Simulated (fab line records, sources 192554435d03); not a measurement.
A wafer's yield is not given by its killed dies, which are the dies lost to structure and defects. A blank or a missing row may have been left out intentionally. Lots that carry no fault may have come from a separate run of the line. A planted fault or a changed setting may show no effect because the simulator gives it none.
fab line records	flow n5_finfet	part 1 of 2: steps 1 to 24 of 30
record lots=5	wafers=15	last_day=17
route steps=1938 shown MIM_BOT_LITHO@1859 MIM_BOT_ETCH@1866 PASS1_CAP@1873 TV_LITHO@1875 TV_OPEN@1887
lots untouched by any fault: they come from a run of this same line in which no faults occurred
start_h: hours from the record's first day to the start of the lot's first wafer shown	wait_h: hours from the lot's prior step to this one	" as in the row above	L1.1+2: a single row standing in for several wafers	- no value present, or no start provided	* or withheld: withheld	< > ~ a bound
route shown NAME@n: names a module that has steps shown in the file, with the first one's number in the route	usual: average and standard deviation across the fault-free wafers	same: alike in all rows	chamber/n: place in a boat	sites: readings site by site	_std_site: their standard deviation	_edge_site: outer sites' mean less inner sites'	radius_mm: how far each site lies from the wafer's centre	mask NAME#n: copy n	behind: the most recent tool/chamber to have shaped the wafer	hold: cause of the lot's hold/its duration in hours/its outcome	device: the n, p or np transistor that did not switch	end of line: the tests these same wafers got at the end of their route	a step without rows: its recipe alone	killed: not the wafer's yield, but the dies lost to structure and defects at the first sort	map: a wafer's dies, x killed, . not, _ none there
set.NAME: the setting as run; set.NAME@STEP: as run at that earlier step	model.NAME: the simulator's own value behind a step, which no gauge read
a table for each step, a row for each wafer; lots at some steps of the route
services: from which hour (start_h, from the record's first day; less than 0 if before it) a tool's chamber was out of use, for how many hours, and why
## steps
# step N5_MIM_BOT_LITHO_PEB_06
# recipe peb_temp_c=withheld	peb_time_s=*
lot.wafer	tool	chamber	start_h	wait_h
L078.1+4+6	litho_track-03	0	279.06	0.1
L079.2+3+5	litho_track-03	0	285.64	0.0
L083.2+4+5	litho_track-03	0	311.26	0.0
L095.1+4+6	litho_track-02	0	384.05	0.1
L094.2+3+4	litho_track-03	0	384.88	0.0
# step N5_MIM_BOT_LITHO_DEVELOP_07
# recipe develop_time_s=60	rinse_liquid=diw	dry=air_spin	dev_temp_c=21
# usual developer_temp_C=20.98/0.091
lot.wafer	tool	chamber	start_h	wait_h	developer_temp_C
L078.1	litho_track-03	0	-	-	21.05
L078.4	"	0	"	"	20.73
L078.6	"	0	"	"	20.99
L079.2	litho_track-03	0	-	-	20.93
L079.3	"	0	"	"	21.04
L079.5	"	0	"	"	21.11
L083.2	litho_track-03	0	-	-	20.88
L083.4	"	0	"	"	20.85
L083.5	"	0	"	"	20.85
L095.1	litho_track-02	0	-	-	21.02
L095.4	"	0	"	"	21.02
L095.6	"	0	"	"	20.80
L094.2	litho_track-03	0	-	-	20.86
L094.3	"	0	"	"	21.08
L094.4	"	0	"	"	20.97
# step N5_MIM_BOT_LITHO_HARDBAKE_09
# recipe temp_c=130	time_s=120
# same time_s=120
lot.wafer	tool	chamber	start_h	wait_h
L078.1+4+6	litho_track-03	0	-	-
L079.2+3+5	litho_track-03	0	-	-
L083.2+4+5	litho_track-03	0	-	-
L095.1+4+6	litho_track-02	0	-	-
L094.2+3+4	litho_track-03	0	-	-
# step N5_MIM_BOT_LITHO_CD_MEAS_08
# recipe target_cd_nm=3000	landing_energy_ev=500	detector=se_inlens	polarity=opening
# usual cd_nm=2998.8/1.5
lot.wafer	tool	chamber	start_h	wait_h	cd_nm
L078.1	cd_sem-03	0	279.18	-	3000.0
L078.4	"	0	"	"	2998.7
L078.6	"	0	"	"	2997.3
L079.2	cd_sem-01	0	285.76	-	2997.1
L079.3	"	0	"	"	2996.8
L079.5	"	0	"	"	2998.3
L083.2	cd_sem-03	0	311.38	-	2999.2
L083.4	"	0	"	"	2998.4
L083.5	"	0	"	"	2997.7
L095.1	cd_sem-01	0	384.17	-	2999.9
L095.4	"	0	"	"	2997.5
L095.6	"	0	"	"	2998.8
L094.2	cd_sem-01	0	385.00	-	2997.5
L094.3	"	0	"	"	2996.5
L094.4	"	0	"	"	2999.9
# step N5_MIM_BOT_LITHO_OVL_MEAS_11
# recipe points_per_wafer=44
# usual MIM_BOT_OVL=-3/4.3
# same points_per_wafer=44
lot.wafer	tool	chamber	start_h	wait_h	MIM_BOT_OVL[nm]
L078.1	overlay-02	0	279.21	0.0	-4
L078.4	"	0	"	"	3
L078.6	"	0	"	"	2
L079.2	overlay-01	0	285.79	0.0	6
L079.3	"	0	"	"	-3
L079.5	"	0	"	"	3
L083.2	overlay-01	0	311.41	0.0	-5
L083.4	"	0	"	"	-3
L083.5	"	0	"	"	-8
L095.1	overlay-01	0	384.20	0.0	-6
L095.4	"	0	"	"	-7
L095.6	"	0	"	"	-7
L094.2	overlay-02	0	385.03	0.0	-12
L094.3	"	0	"	"	-8
L094.4	"	0	"	"	-12
# step N5_MIM_BOT_LITHO_INSPECT_12
# recipe mode=adi	inspect_instrument=macro
# usual raw_defect_count=2.0/1.3
lot.wafer	tool	chamber	start_h	wait_h	raw_defect_count
L078.1	defect_inspect-02	-	279.23	0.0	2
L078.4	"	-	"	"	4
L078.6	"	-	"	"	1
L079.2	defect_inspect-02	-	285.81	0.0	0
L079.3	"	-	"	"	1
L079.5	"	-	"	"	1
L083.2	defect_inspect-01	-	311.44	0.0	1
L083.4	"	-	"	"	4
L083.5	"	-	"	"	1
L095.1	defect_inspect-02	-	384.23	0.0	6
L095.4	"	-	"	"	4
L095.6	"	-	"	"	3
L094.2	defect_inspect-01	-	385.05	0.0	2
L094.3	"	-	"	"	2
L094.4	"	-	"	"	3
# step N5_MIM_BOT_LITHO_DESCUM_10
# recipe chemistry=O2	time_s=7.9	source_power_w=50	bias_power_w=20	pressure_mtorr=20	rf_frequency_hz=2.712e+07	temp_c=40	o2_flow_sccm=225
# usual chamber_pressure_mTorr=19.997/0.019	drypump_motor_current_A=5.7/0.42	oes_product_au=0.81/0.08	rf_vpp_V=243.2/1.4	showerhead_plenum_p_Torr=2.10/0.071	throttle_valve_pct=20.37/0.24
# same time_s=7.9
lot.wafer	tool	chamber	start_h	wait_h	chamber_pressure_mTorr	drypump_motor_current_A	oes_product_au	rf_hours_counter_h	rf_vpp_V	showerhead_plenum_p_Torr	throttle_valve_pct
L078.1	rie_diel-05	2	279.26	0.0	19.982	6.1	0.96	3	242.9	2.12	20.10
L078.4	"	1	"	"	19.991	5.5	0.70	235	242.9	2.04	20.77
L078.6	"	3	"	"	20.005	5.6	0.69	-	242.2	2.06	20.55
L079.2	rie_diel-01	0	285.85	0.0	20.011	5.1	0.79	112	241.1	2.04	20.28
L079.3	"	3	"	"	19.997	5.2	0.81	92	243.2	2.04	20.60
L079.5	"	3	"	"	20.000	5.2	0.81	-	241.8	2.04	20.60
L083.2	rie_diel-01	3	311.71	0.3	19.989	5.2	0.81	103	242.7	2.03	20.62
L083.4	"	2	"	"	19.997	5.8	0.95	-	243.7	2.04	20.50
L083.5	"	1	"	"	19.984	5.6	0.84	-	244.2	2.10	19.98
L095.1	rie_diel-03	3	384.26	0.0	19.980	5.6	0.76	174	244.6	2.16	20.52
L095.4	"	1	"	"	19.997	6.8	0.82	99	243.0	2.04	20.52
L095.6	"	1	"	"	20.003	6.8	0.82	-	242.1	2.04	20.52
L094.2	rie_diel-03	2	385.39	0.3	19.982	5.9	0.79	111	241.6	2.03	20.54
L094.3	"	1	"	"	20.006	6.7	0.83	99	241.8	2.04	20.52
L094.4	"	3	"	"	19.993	5.6	0.76	174	244.1	2.17	20.50
# step N5_MIM_BOT_ETCH_ETCH_04
# recipe chemistry=CF4/O2	target=SiNx	target_depth_a=260	time_s=13	ion_energy_ev=100	pressure_mtorr=40	source_w=535	bias_w=49	Ar_flow_sccm=100	cf4_flow_sccm=100	O2_flow_sccm=10
# usual O2_flow_sccm=10.00/0.033	chamber_pressure_mTorr=40.00/0.04	drypump_motor_current_A=5.7/0.42	oes_product_au=0.81/0.077	rf_vpp_V=242/4	showerhead_plenum_p_Torr=2.21/0.069	throttle_valve_pct=15.91/0.25
# same time_s=13
lot.wafer	tool	chamber	start_h	wait_h	O2_flow_sccm	chamber_pressure_mTorr	drypump_motor_current_A	oes_product_au	rf_hours_counter_h	rf_vpp_V	showerhead_plenum_p_Torr	throttle_valve_pct
L078.1	rie_diel-05	2	279.33	0.0	9.98	40.02	6.1	0.96	3	241	2.24	15.71
L078.4	"	1	"	"	10.07	39.98	5.5	0.71	235	241	2.19	16.58
L078.6	"	3	"	"	10.01	40.01	5.6	0.71	-	236	2.19	16.21
L079.2	rie_diel-01	0	285.91	0.0	9.93	39.99	5.1	0.79	112	244	2.14	15.82
L079.3	"	3	"	"	10.02	39.99	5.2	0.80	92	245	2.13	16.02
L079.5	"	3	"	"	10.01	39.97	5.2	0.81	-	246	2.13	16.03
L083.2	rie_diel-01	3	311.77	0.0	9.98	39.98	5.2	0.79	103	247	2.13	16.04
L083.4	"	2	"	"	10.04	39.98	5.8	0.94	-	240	2.16	16.03
L083.5	"	1	"	"	9.98	39.94	5.6	0.85	-	241	2.22	15.67
L095.1	rie_diel-03	3	384.33	0.0	10.00	39.96	5.6	0.76	174	244	2.28	16.12
L095.4	"	1	"	"	10.04	39.96	6.7	0.83	99	248	2.14	15.98
L095.6	"	1	"	"	10.08	40.02	6.8	0.83	-	248	2.14	15.97
L094.2	rie_diel-03	2	385.45	0.0	9.99	40.02	5.9	0.78	111	249	2.13	16.00
L094.3	"	1	"	"	10.00	40.07	6.8	0.83	99	248	2.14	15.98
L094.4	"	3	"	"	9.98	40.01	5.6	0.75	174	244	2.28	16.14
# step N5_MIM_BOT_ETCH_ETCH_03
# recipe chemistry=Cl2/BCl3	target_depth_a=120	pressure_mtorr=8	icp_w=800	bias_w=100	Cl2_flow_sccm=20	bcl3_flow_sccm=80
# usual chamber_pressure_mTorr=8.000/0.0083	drypump_motor_current_A=5.9/0.49	oes_product_au=0.80/0.097	throttle_valve_pct=27.56/0.23
lot.wafer	tool	chamber	start_h	wait_h	chamber_pressure_mTorr	drypump_motor_current_A	oes_product_au	rf_hours_counter_h	throttle_valve_pct
L078.1	rie_metal-03	1	279.42	0.1	8.009	5.9	0.84	17	27.11
L078.4	"	0	"	"	7.994	5.6	0.68	-	27.88
L078.6	"	1	"	"	7.998	5.8	0.85	-	27.12
L079.2	rie_metal-01	0	286.00	0.1	8.002	6.4	0.72	59	27.52
L079.3	"	0	"	"	8.006	6.4	0.72	-	27.53
L079.5	"	1	"	"	8.001	6.5	0.93	-	27.75
L083.2	rie_metal-02	0	311.86	0.1	7.998	6.1	0.74	55	27.41
L083.4	"	0	"	"	8.006	6.1	0.74	-	27.43
L083.5	"	0	"	"	8.008	6.0	0.74	-	27.43
L095.1	rie_metal-02	0	384.42	0.1	8.009	6.0	0.71	63	27.44
L095.4	"	0	"	"	7.989	6.0	0.72	-	27.44
L095.6	"	0	"	"	7.997	6.0	0.72	-	27.44
L094.2	rie_metal-01	0	385.54	0.1	7.998	6.4	0.70	67	27.56
L094.3	"	1	"	"	8.004	6.5	0.87	-	27.77
L094.4	"	0	"	"	7.994	6.4	0.70	-	27.55
# step N5_MIM_BOT_ETCH_ETCH_00
# recipe chemistry=Cl2/BCl3	target=TiN	target_depth_a=455	ion_energy_ev=150	pressure_mtorr=10	icp_w=1000	bias_w=126	Cl2_flow_sccm=53.25	bcl3_flow_sccm=21.75	Ar_flow_sccm=25
# usual chamber_pressure_mTorr=9.999/0.011	drypump_motor_current_A=6.0/0.48	oes_product_au=0.80/0.095	throttle_valve_pct=21.94/0.19
lot.wafer	tool	chamber	start_h	wait_h	chamber_pressure_mTorr	drypump_motor_current_A	oes_product_au	rf_hours_counter_h	throttle_valve_pct
L078.1	rie_metal-03	1	279.51	0.1	9.980	5.9	0.86	17	21.53
L078.4	"	0	"	"	9.999	5.5	0.68	-	22.22
L078.6	"	1	"	"	10.008	5.9	0.85	-	21.51
L079.2	rie_metal-01	0	286.09	0.1	9.991	6.4	0.73	59	21.91
L079.3	"	0	"	"	10.001	6.4	0.72	-	21.92
L079.5	"	1	"	"	9.953	6.5	0.93	-	22.03
L083.2	rie_metal-02	0	311.95	0.1	9.983	6.0	0.74	55	21.97
L083.4	"	0	"	"	10.003	6.1	0.74	-	21.96
L083.5	"	0	"	"	10.003	6.0	0.74	-	21.98
L095.1	rie_metal-02	0	384.51	0.1	9.985	6.0	0.72	63	21.99
L095.4	"	0	"	"	10.001	6.0	0.72	-	22.00
L095.6	"	0	"	"	10.002	6.0	0.72	-	21.98
L094.2	rie_metal-01	0	385.63	0.1	10.001	6.4	0.71	67	21.95
L094.3	"	1	"	"	9.989	6.5	0.88	-	22.05
L094.4	"	0	"	"	9.990	6.4	0.71	-	21.95
# step N5_MIM_BOT_ETCH_STRIP_01
# recipe chemistry=O2	power_w=600	temp_c=60	pressure_mtorr=30	rf_frequency_hz=6e+07	bias_power_w=0	overash_fraction=0.5	o2_flow_sccm=225
# usual chamber_pressure_mTorr=30.01/0.072	drypump_motor_current_A=5.7/0.39	oes_product_au=0.81/0.085	rf_vpp_V=3.7/1.3	showerhead_plenum_p_Torr=2.10/0.068	throttle_valve_pct=16.60/0.22
lot.wafer	tool	chamber	start_h	wait_h	chamber_pressure_mTorr	drypump_motor_current_A	oes_product_au	rf_hours_counter_h	rf_vpp_V	showerhead_plenum_p_Torr	throttle_valve_pct
L078.1	rie_diel-05	1	279.65	0.1	29.84	5.5	0.69	235	1.7	2.05	17.14
L078.4	"	3	"	"	29.98	5.6	0.68	231	4.4	2.07	16.85
L078.6	"	3	"	"	30.01	5.6	0.69	-	4.3	2.07	16.80
L079.2	rie_diel-01	3	286.25	0.1	29.99	5.2	0.82	92	2.2	2.04	16.81
L079.3	"	2	"	"	29.97	5.8	0.96	8	2.3	2.05	16.63
L079.5	"	3	"	"	30.00	5.2	0.79	-	4.2	2.04	16.78
L083.2	rie_diel-03	1	312.09	0.1	29.90	6.7	0.83	75	2.7	2.05	16.63
L083.4	"	0	"	"	29.91	5.5	0.93	28	6.4	2.24	16.20
L083.5	"	3	"	"	30.04	5.6	0.78	-	3.6	2.18	16.74
L095.1	rie_diel-03	1	384.77	0.2	29.96	6.7	0.84	99	4.3	2.04	16.74
L095.4	"	0	"	"	30.03	5.5	0.90	52	3.5	2.23	16.25
L095.6	"	3	"	"	29.95	5.6	0.79	-	2.8	2.17	16.77
L094.2	rie_diel-05	2	385.78	0.1	30.12	6.1	0.85	51	2.4	2.11	16.47
L094.3	"	3	"	"	30.04	5.6	0.65	280	1.5	2.05	16.97
L094.4	"	3	"	"	30.06	5.6	0.65	-	3.8	2.05	16.93
# step N5_MIM_BOT_ETCH_STRIP_02
# recipe chemistry=post_etch_residue_remover	time_s=1200	temp_c=72.5
# same time_s=1200
lot.wafer	tool	chamber	start_h	wait_h
L078.1+4+6	wet_bench-06	6,3,7	279.72	-
L079.2+3+5	wet_bench-04	3,5,2	286.32	-
L083.2+4+5	wet_bench-04	7,6,1	312.16	-
L095.1+4+6	wet_bench-06	7,3,5	384.84	-
L094.2+3+4	wet_bench-03	3,1,7	385.85	-
# step N5_MIM_BOT_ETCH_CLEAN_05
# recipe chemistry=IPA	time_s=180	temp_c=25
# same time_s=180
lot.wafer	tool	chamber	start_h	wait_h
L078.1+4+6	wet_bench-06	6,3,7	280.05	0.0
L079.2+3+5	wet_bench-04	3,5,2	286.65	0.0
L083.2+4+5	wet_bench-04	7,6,1	312.49	0.0
L095.1+4+6	wet_bench-06	7,3,5	385.17	0.0
L094.2+3+4	wet_bench-03	3,1,7	386.21	0.0
# step N5_MIM_BOT_ETCH_SRD_06
# recipe dry=ipa_marangoni	time_s=30	temp_c=23	rinse_liquid=diw
# same time_s=30
lot.wafer	tool	chamber	start_h	wait_h
L078.1+4+6	wet_bench-06	6,3,7	280.10	0.0
L079.2+3+5	wet_bench-04	3,5,2	286.71	0.0
L083.2+4+5	wet_bench-04	7,6,1	312.55	0.0
L095.1+4+6	wet_bench-06	7,3,5	385.23	0.0
L094.2+3+4	wet_bench-03	3,1,7	386.27	0.0
# step N5_PASSIVATION_PECVD_55
# recipe material=SiO2	target_thk_a=4000	temp_c=400	precursor=SiH4/N2O	pressure_torr=2.7	rf_w=608	time_s=22.5
# usual heater_power_outer_w=385/63	heater_power_w=680/74	showerhead_plenum_p_Torr=8.17/0.068	throttle_valve_pct=50.8/2.1
# same time_s=22.5
lot.wafer	tool	chamber	start_h	wait_h	heater_power_outer_w	heater_power_w	showerhead_plenum_p_Torr	throttle_valve_pct
L078.1	pecvd-03	0	280.15	0.0	421	701	8.14	49.9
L078.4	"	1	"	"	440	771	8.15	49.8
L078.6	"	2	"	"	348	667	8.19	47.4
L079.2	pecvd-04	0	286.76	0.0	433	750	8.26	51.4
L079.3	"	2	"	"	418	692	8.04	49.5
L079.5	"	1	"	"	431	707	8.26	52.3
L083.2	pecvd-03	1	312.59	0.0	410	707	8.15	49.9
L083.4	"	0	"	"	319	569	8.16	49.8
L083.5	"	1	"	"	417	719	8.16	49.9
L095.1	pecvd-02	1	385.27	0.0	287	587	8.09	51.0
L095.4	"	0	"	"	429	767	8.21	55.9
L095.6	"	1	"	"	296	584	8.09	51.0
L094.2	pecvd-03	0	386.32	0.0	422	689	8.15	50.0
L094.3	"	2	"	"	318	640	8.20	48.3
L094.4	"	2	"	"	342	668	8.19	48.1
# step N5_PASSIVATION_PECVD_01
# recipe material=SiNx	target_thk_a=2000	temp_c=400	precursor=SiH4/NH3/N2	pressure_torr=4.9	rf_w=1406	time_s=43.2
# usual heater_power_outer_w=175/61	heater_power_w=398/73	showerhead_plenum_p_Torr=8.68/0.049	throttle_valve_pct=28.7/1.1
# same time_s=43.2
lot.wafer	tool	chamber	start_h	wait_h	heater_power_outer_w	heater_power_w	showerhead_plenum_p_Torr	throttle_valve_pct
L078.1	pecvd-03	0	280.18	0.0	188	391	8.67	28.0
L078.4	"	1	"	"	124	330	8.68	28.4
L078.6	"	2	"	"	135	392	8.68	26.9
L079.2	pecvd-04	0	286.79	0.0	228	477	8.73	29.2
L079.3	"	2	"	"	301	538	8.58	27.9
L079.5	"	1	"	"	198	385	8.74	29.9
L083.2	pecvd-03	1	312.63	0.0	127	335	8.67	28.2
L083.4	"	0	"	"	110	285	8.67	28.2
L083.5	"	1	"	"	142	354	8.67	28.1
L095.1	pecvd-02	1	385.31	0.0	5	207	8.63	28.7
L095.4	"	0	"	"	198	449	8.71	31.5
L095.6	"	1	"	"	15	225	8.65	29.0
L094.2	pecvd-03	0	386.35	0.0	184	380	8.67	28.4
L094.3	"	2	"	"	161	433	8.70	27.2
L094.4	"	2	"	"	167	427	8.70	27.1
# step N5_PASSIVATION_HMDS_03
# recipe time_s=60	temp_c=120
# same time_s=60
lot.wafer	tool	chamber	start_h	wait_h
L078.1+4+6	litho_track-02	0	280.31	0.1
L079.2+3+5	litho_track-05	0	287.76	0.9
L083.2+4+5	litho_track-02	0	315.71	3.1
L095.1+4+6	litho_track-05	0	385.38	0.1
L094.2+3+4	litho_track-02	0	389.59	3.2
# step N5_PASSIVATION_COAT_04
# recipe spin_rpm=*	resist_thk_nm=*
lot.wafer	tool	chamber	start_h	wait_h
L078.1+4+6	litho_track-02	0	-	-
L079.2+3+5	litho_track-05	0	-	-
L083.2+4+5	litho_track-02	0	-	-
L095.1+4+6	litho_track-05	0	-	-
L094.2+3+4	litho_track-02	0	-	-
# step N5_PASSIVATION_EBR_06
# recipe solvent=PGMEA	ebr_width_mm=1.5
lot.wafer	tool	chamber	start_h	wait_h
L078.1+4+6	litho_track-02	0	-	-
L079.2+3+5	litho_track-05	0	-	-
L083.2+4+5	litho_track-02	0	-	-
L095.1+4+6	litho_track-05	0	-	-
L094.2+3+4	litho_track-02	0	-	-
# step N5_PASSIVATION_SOFTBAKE_05
# recipe temp_c=100	time_s=90
# same time_s=90
lot.wafer	tool	chamber	start_h	wait_h
L078.1+4+6	litho_track-02	0	-	-
L079.2+3+5	litho_track-05	0	-	-
L083.2+4+5	litho_track-02	0	-	-
L095.1+4+6	litho_track-05	0	-	-
L094.2+3+4	litho_track-02	0	-	-
# step N5_PASSIVATION_EXPOSE_07
# recipe mask_id=TV	na=0.55	source_shape=conventional	sigma_outer=0.8	polarization=unpolarized	defocus_nm=0	target_cd_nm=3000	dose_mj=22.75
lot.wafer	tool	chamber	start_h	wait_h	mask
L078.1+4+6	krf_scanner-02	0	280.54	-	TV#0
L079.2+3+5	krf_scanner-02	0	287.87	-	TV#0
L083.2+4+5	krf_scanner-02	0	315.83	-	TV#0
L095.1+4+6	krf_scanner-02	0	385.49	-	TV#0
L094.2+3+4	krf_scanner-01	0	389.83	-	TV#0
# step N5_PASSIVATION_PEB_08
# recipe peb_temp_c=withheld	peb_time_s=*
lot.wafer	tool	chamber	start_h	wait_h
L078.1+4+6	litho_track-02	0	280.60	0.1
L079.2+3+5	litho_track-02	0	287.92	0.0
L083.2+4+5	litho_track-04	0	315.88	0.0
L095.1+4+6	litho_track-05	0	385.55	0.1
L094.2+3+4	litho_track-02	0	389.88	0.0
# step N5_PASSIVATION_DEVELOP_09
# recipe develop_time_s=60	rinse_liquid=diw	dry=air_spin	dev_temp_c=21
# usual developer_temp_C=20.97/0.11
lot.wafer	tool	chamber	start_h	wait_h	developer_temp_C
L078.1	litho_track-02	0	-	-	21.00
L078.4	"	0	"	"	20.94
L078.6	"	0	"	"	21.03
L079.2	litho_track-02	0	-	-	20.74
L079.3	"	0	"	"	20.91
L079.5	"	0	"	"	20.97
L083.2	litho_track-04	0	-	-	21.01
L083.4	"	0	"	"	20.94
L083.5	"	0	"	"	21.07
L095.1	litho_track-05	0	-	-	20.95
L095.4	"	0	"	"	21.04
L095.6	"	0	"	"	20.84
L094.2	litho_track-02	0	-	-	21.08
L094.3	"	0	"	"	21.02
L094.4	"	0	"	"	21.14
# step N5_PASSIVATION_HARDBAKE_11
# recipe temp_c=130	time_s=120
# same time_s=120
lot.wafer	tool	chamber	start_h	wait_h
L078.1+4+6	litho_track-02	0	-	-
L079.2+3+5	litho_track-02	0	-	-
L083.2+4+5	litho_track-04	0	-	-
L095.1+4+6	litho_track-05	0	-	-
L094.2+3+4	litho_track-02	0	-	-
